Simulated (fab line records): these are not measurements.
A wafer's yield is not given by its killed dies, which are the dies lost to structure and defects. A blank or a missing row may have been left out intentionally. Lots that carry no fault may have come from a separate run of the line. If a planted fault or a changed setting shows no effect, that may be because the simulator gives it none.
Matching of chambers    flow n5-finfet    3 sister chambers for N5_BEOL_M2_DEP_57 on pecvd-01
The step deposits SiCN from 3MS/NH3, target thk 8 nm, time 14 s. 22 wafers are shown with their chamber, then 11 later ones without.

== EACH WAFER AND ITS CHAMBER ==
wafer   chamber  throttle-valve-pct (%)  showerhead-plenum-p-Torr (Torr)
L076.1  1        9.5                     3.679
L076.2  2        8.5                     3.651
L076.3  1        9.2                     3.683
L076.4  2        8.8                     3.661
L076.5  1        8.9                     3.668
L076.6  2        8.6                     3.652
L079.2  0        8.7                     3.663
L079.3  2        8.8                     3.655
L079.4  1        9.2                     3.678
L080.1  0        9.0                     3.655
L080.3  2        8.6                     3.652
L080.5  1        9.4                     3.673
L085.1  0        8.9                     3.667
L085.4  2        8.7                     3.657
L085.6  0        8.7                     3.655
L088.1  1        9.3                     3.676
L088.2  0        8.7                     3.660
L088.6  2        8.8                     3.659
L092.1  0        8.7                     3.672
L092.2  2        8.7                     3.666
L092.3  1        9.2                     3.667
L091.1  2        8.9                     3.659

SIGNATURES (averages over the wafers above)
reading                   chamber 0  chamber 1  chamber 2  scatter within a chamber
throttle-valve-pct        8.783      9.243      8.711      0.151
showerhead-plenum-p-Torr  3.66200    3.67486    3.65689    0.00576
Rule: for each reading, subtract the chamber's mean from the wafer's reading, divide by that reading's scatter and square the result; add these up over the readings and take the root, which gives the wafer's distance from the chamber. The wafer belongs to the nearest chamber; if the next one is less than 2 further off, it can't be placed. The scatter is the square root of a quotient: the sum, over the shown wafers, of each reading's squared deviation from its chamber's mean, divided by wafers minus chambers.

== WAFERS WITHOUT THEIR CHAMBER ==
wafer   throttle-valve-pct (%)  showerhead-plenum-p-Torr (Torr)
L091.4  9.0                     3.673
L091.6  8.9                     3.665
L095.2  8.6                     3.663
L095.3  9.2                     3.675
L095.6  9.3                     3.674
L096.1  8.7                     3.668
L096.2  8.9                     3.659
L096.5  9.1                     3.678
L097.1  9.1                     3.663
L097.4  8.8                     3.665
L097.6  9.3                     3.677

== WHICH CHAMBER EACH ONE RAN IN ==
wafer   from the rows above           in truth
L091.4  can't be placed: 1 or 0 or 2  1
L091.6  can't be placed: 0 or 2 or 1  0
L095.2  can't be placed: 0 or 2       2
L095.3  1                             1
L095.6  1                             1
L096.1  can't be placed: 0 or 2       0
L096.2  can't be placed: 0 or 2       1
L096.5  1                             1
L097.1  can't be placed: 0 or 1 or 2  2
L097.4  can't be placed: 0 or 2       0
L097.6  1                             1
Correctly placed: 4 of 11. From these rows, 7 cannot be placed; in 6 the true chamber is one of the candidates. Number placed wrongly: 0.
